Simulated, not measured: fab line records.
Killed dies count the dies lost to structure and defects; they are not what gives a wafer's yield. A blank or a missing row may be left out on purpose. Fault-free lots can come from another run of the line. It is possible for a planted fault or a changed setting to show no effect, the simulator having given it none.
2 desks looking at one fault :: flow nand harc :: every desk sees just its own numbers, and what lay behind them comes last

THE DEFECT DESK
What the inspections along the route counted, lot by lot: means of the sampled wafers that have a number. Marked OUT: a lot whose mean sits more than 4 standard deviations from the usual mean, which makes it out of limits; the brackets give that distance.
Columns: A = raw defect count at NHARC_A_CHANNEL_HOLE_D2_INSPECT_40, usual 260
lot: L434
first seen here: day 14 15:46
A: 1319 (+15) OUT

lot: L436
first seen here: day 15 09:05
A: 1232 (+13) OUT

lot: L439
first seen here: day 16 14:15
A: 253

lot: L446
first seen here: day 19 09:45
A: 180

lot: L448
first seen here: day 19 18:04
A: 268

lot: L449
first seen here: day 20 06:26
A: 197

lot: L450
first seen here: day 21 02:47
A: 248

lot: L452
first seen here: day 21 13:17
A: 258

lot: L453
first seen here: day 22 07:38
A: 299

lot: L454
first seen here: day 22 23:24
A: 340

lot: L455
first seen here: day 22 23:41
A: 212
Finding of this desk: L434, L436 out of limits; the first was L434 at day 14 15:46, on raw defect count at NHARC_A_CHANNEL_HOLE_D2_INSPECT_40. L439, L446, L448, L449, L450, L452, L453, L454, L455: within limits.

TOOL OWNER'S DESK, har etch-02
The tool's own readings at NHARC_A_CHANNEL_HOLE_D2_ETCH_21 (etches the open film in C4F8/O2/Ar, time 514.3 s, target depth 1600 nm): means of the sampled wafers that have a number, for each lot that ran on this tool. Marked OUT: a lot whose mean sits more than 4 standard deviations from the usual mean, which makes it out of limits; the brackets give that distance.
Columns: A = chamber pressure mTorr at NHARC_A_CHANNEL_HOLE_D2_ETCH_21, usual 20.000 mTorr; B = drypump motor current A at NHARC_A_CHANNEL_HOLE_D2_ETCH_21, usual 5.6 A; C = showerhead plenum p Torr at NHARC_A_CHANNEL_HOLE_D2_ETCH_21, usual 3.61 Torr; D = throttle valve pct at NHARC_A_CHANNEL_HOLE_D2_ETCH_21, usual 32.155 %
lot: L434
first seen here: day 14 10:28
A: 19.968
B: 6.3
C: 3.69
D: 32.156

lot: L436
first seen here: day 15 03:47
A: 20.018
B: 6.1
C: 3.64
D: 32.156

lot: L446
first seen here: day 19 04:30
A: 19.988
B: 6.1
C: 3.85
D: 32.142

lot: L448
first seen here: day 19 12:47
A: 19.992
B: 6.3
C: 3.77
D: 32.151

lot: L449
first seen here: day 20 01:11
A: 20.010
B: 6.4
C: 3.69
D: 32.153

lot: L450
first seen here: day 20 21:30
A: 20.009
B: 6.2
C: 3.76
D: 32.147

lot: L452
first seen here: day 21 08:01
A: 20.005
B: 6.1
C: 3.83
D: 32.164

lot: L455
first seen here: day 22 17:57
A: 19.996
B: 6.1
C: 3.83
D: 32.160
Finding of this desk: none of the 8 lots has anything out of limits.

ALL TOGETHER
The defect desk could have raised an alarm at day 14 15:46, on L434, L436.
The desk of the tool owner found nothing out of limits.
Tool owner's desk: L434, L436 on record, inside its limits.
Every lot named ran NHARC_A_CHANNEL_HOLE_D2_ETCH_21 on har etch-02.

WHAT WAS PUT IN BY THE SIMULATOR
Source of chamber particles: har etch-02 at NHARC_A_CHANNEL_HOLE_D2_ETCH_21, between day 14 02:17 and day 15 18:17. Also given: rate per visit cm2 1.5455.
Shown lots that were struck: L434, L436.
Hours from the fault's start to each desk's first reading out of limits: the defect desk, 13.
